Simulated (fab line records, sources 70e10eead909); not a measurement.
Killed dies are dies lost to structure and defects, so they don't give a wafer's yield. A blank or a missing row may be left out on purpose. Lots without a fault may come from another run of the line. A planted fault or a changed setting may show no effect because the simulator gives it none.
Chamber matching | flow nand_harc | NHARC_P_CONTACT_ALD_22 on ald_metal-02: 4 sister chambers
The step deposits TiN, target thk 3 nm, pulse time 1 s, ald cycles 150. 20 wafers are shown with their chamber, then 10 later ones without.

WAFERS WITH THEIR CHAMBER
wafer  | chamber | heater_power_w (W) | precursor_pulse_height_rel
L076.3 | 0       | 952                | 1.011
L076.5 | 0       | 949                | 1.035
L076.6 | 1       | 1060               | 1.020
L077.2 | 0       | 925                | 0.999
L077.3 | 2       | 991                | 1.001
L077.4 | 3       | 970                | 0.988
L079.3 | 0       | 935                | 1.006
L079.4 | 2       | 977                | 0.990
L079.5 | 3       | 968                | 1.001
L080.1 | 2       | 983                | 0.990
L080.5 | 2       | 996                | 0.976
L080.6 | 3       | 945                | 1.015
L081.2 | 0       | 922                | 0.954
L081.4 | 2       | 963                | 1.025
L081.5 | 1       | 1018               | 1.049
L083.1 | 2       | 1002               | 0.985
L083.4 | 1       | 1030               | 0.987
L083.5 | 1       | 1065               | 1.054
L084.2 | 3       | 969                | 0.997
L084.3 | 1       | 1046               | 0.981

SIGNATURES (means of the wafers above)
reading                    | chamber 0 | chamber 1 | chamber 2 | chamber 3 | scatter within a chamber
heater_power_w             | 936.60    | 1043.80   | 985.33    | 963.00    | 15.3
precursor_pulse_height_rel | 1.00100   | 1.01820   | 0.99450   | 1.00025   | 0.0249
Rule: a wafer's distance from a chamber is the root of the sum, over the readings, of the square of ((its reading less the chamber's mean) divided by the reading's scatter). The wafer belongs to the nearest chamber; if the next one is less than 2 further off, it can't be placed. The scatter: the root of (the sum of the squares of (reading less its chamber's mean) over the shown wafers, divided by (wafers less chambers)).

WAFERS WITHOUT THEIR CHAMBER
wafer  | heater_power_w (W) | precursor_pulse_height_rel
L084.5 | 1066               | 1.008
L088.2 | 963                | 0.985
L088.3 | 1105               | 0.992
L088.6 | 960                | 0.997
L092.1 | 1033               | 0.973
L092.2 | 979                | 1.001
L092.3 | 1097               | 0.986
L094.1 | 971                | 1.009
L094.4 | 1005               | 1.023
L094.6 | 1101               | 1.007

WHICH CHAMBER EACH WENT THROUGH
wafer  | from the rows above          | in truth
L084.5 | 1                            | 1
L088.2 | can't be placed: 3 or 2 or 0 | 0
L088.3 | 1                            | 1
L088.6 | can't be placed: 3 or 0 or 2 | 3
L092.1 | can't be placed: 1 or 2      | 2
L092.2 | can't be placed: 2 or 3      | 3
L092.3 | 1                            | 1
L094.1 | can't be placed: 3 or 2 or 0 | 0
L094.4 | can't be placed: 2 or 1 or 3 | 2
L094.6 | 1                            | 1
Placed correctly: 4 of 10. Can't be placed from these rows: 6 (the true chamber is among the candidates in 6). Placed wrongly: 0.
